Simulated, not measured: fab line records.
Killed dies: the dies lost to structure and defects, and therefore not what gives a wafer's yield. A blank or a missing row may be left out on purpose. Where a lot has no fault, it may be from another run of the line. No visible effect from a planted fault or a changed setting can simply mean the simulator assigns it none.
Matching of chambers :: flow n5-finfet :: ald-metal-04 running N5_HKMG_FIN_NWFM_ALD_20: 4 sister chambers
The step deposits TiAlC, target thk 2 nm, pulse time 3 s, purge time 2 s. 4 wafers are shown with their chamber, then 7 later ones without.

WAFERS, EACH WITH ITS CHAMBER
wafer: L085.1
chamber: 1
heater-power-outer-w (W): 247

wafer: L091.4
chamber: 0
heater-power-outer-w (W): 312

wafer: L095.1
chamber: 2
heater-power-outer-w (W): 241

wafer: L095.2
chamber: 3
heater-power-outer-w (W): 272

WAFERS WITHOUT THEIR CHAMBER
wafer: L095.3
heater-power-outer-w (W): 312

wafer: L095.4
heater-power-outer-w (W): 248

wafer: L095.5
heater-power-outer-w (W): 315

wafer: L095.6
heater-power-outer-w (W): 270

wafer: L097.3
heater-power-outer-w (W): 231

wafer: L097.5
heater-power-outer-w (W): 249

wafer: L097.6
heater-power-outer-w (W): 238

CHAMBER TAKEN BY EACH
wafer: L095.3
from the rows above: 0
in truth: 0

wafer: L095.4
from the rows above: can't be placed: 1 or 2
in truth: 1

wafer: L095.5
from the rows above: 0
in truth: 0

wafer: L095.6
from the rows above: 3
in truth: 3

wafer: L097.3
from the rows above: can't be placed: 2 or 1
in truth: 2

wafer: L097.5
from the rows above: can't be placed: 1 or 2
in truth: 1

wafer: L097.6
from the rows above: can't be placed: 2 or 1
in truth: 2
Correctly placed: 3 of 7. These rows do not allow placing 4 (true chamber among the candidates in 4). 0 placed wrongly.
How it was worked out, from the rows above alone: a wafer's distance from a chamber is the root of the sum, over the readings, of the square of ((its reading less the chamber's mean) divided by the reading's scatter). The wafer belongs to the nearest chamber; if the next one is less than 2 further off, it can't be placed. Each chamber's mean is taken over the wafers shown for it. The scatter (one wafer shown for each chamber): square how far every hidden wafer sits from the nearest shown wafer, average those squares and take the square root.
